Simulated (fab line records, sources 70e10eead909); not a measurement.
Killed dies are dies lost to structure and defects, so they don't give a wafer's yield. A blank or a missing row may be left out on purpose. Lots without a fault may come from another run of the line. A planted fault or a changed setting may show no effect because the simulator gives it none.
Chamber matching | flow nand_harc | NHARC_THIN_TSV_STRIP_57 on wet_bench-08: 8 sister chambers
The step strips in post etch residue remover, time 1200 s. 18 wafers are shown with their chamber, then 9 later ones without.

WAFERS WITH THEIR CHAMBER
wafer  | chamber | bath_heat_duty_pct (%)
L610.3 | 6       | 14.1
L610.4 | 7       | 12.5
L610.5 | 5       | 15.4
L614.1 | 4       | 15.6
L614.2 | 7       | 11.4
L614.4 | 6       | 12.9
L616.1 | 3       | 15.0
L616.2 | 1       | 13.0
L616.4 | 2       | 16.9
L615.2 | 6       | 13.6
L615.5 | 7       | 13.5
L615.6 | 0       | 10.3
L622.1 | 4       | 16.1
L622.5 | 5       | 16.4
L622.6 | 7       | 13.4
L625.2 | 6       | 14.4
L625.3 | 7       | 12.7
L625.6 | 3       | 16.6

SIGNATURES (means of the wafers above)
reading            | chamber 0 | chamber 1 | chamber 2 | chamber 3 | chamber 4 | chamber 5 | chamber 6 | chamber 7 | scatter within a chamber
bath_heat_duty_pct | 10.300    | 13.000    | 16.900    | 15.800    | 15.850    | 15.900    | 13.750    | 12.700    | 0.778
Rule: a wafer's distance from a chamber is the root of the sum, over the readings, of the square of ((its reading less the chamber's mean) divided by the reading's scatter). The wafer belongs to the nearest chamber; if the next one is less than 2 further off, it can't be placed. The scatter: the root of (the sum of the squares of (reading less its chamber's mean) over the shown wafers, divided by (wafers less chambers)).

WAFERS WITHOUT THEIR CHAMBER
wafer  | bath_heat_duty_pct (%)
L626.1 | 13.3
L626.3 | 10.5
L626.6 | 16.2
L628.3 | 14.3
L628.4 | 16.1
L628.6 | 10.7
L629.2 | 16.1
L629.4 | 15.6
L629.5 | 14.8

WHICH CHAMBER EACH WENT THROUGH
wafer  | from the rows above                              | in truth
L626.1 | can't be placed: 1 or 6 or 7                     | 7
L626.3 | 0                                                | 0
L626.6 | can't be placed: 5 or 4 or 3 or 2                | 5
L628.3 | can't be placed: 6 or 1 or 3 or 4 or 5 or 7      | 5
L628.4 | can't be placed: 5 or 4 or 3 or 2                | 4
L628.6 | 0                                                | 0
L629.2 | can't be placed: 5 or 4 or 3 or 2                | 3
L629.4 | can't be placed: 3 or 4 or 5 or 2                | 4
L629.5 | can't be placed: 3 or 4 or 6 or 5 or 1 or 2 or 7 | 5
Placed correctly: 2 of 9. Can't be placed from these rows: 7 (the true chamber is among the candidates in 7). Placed wrongly: 0.
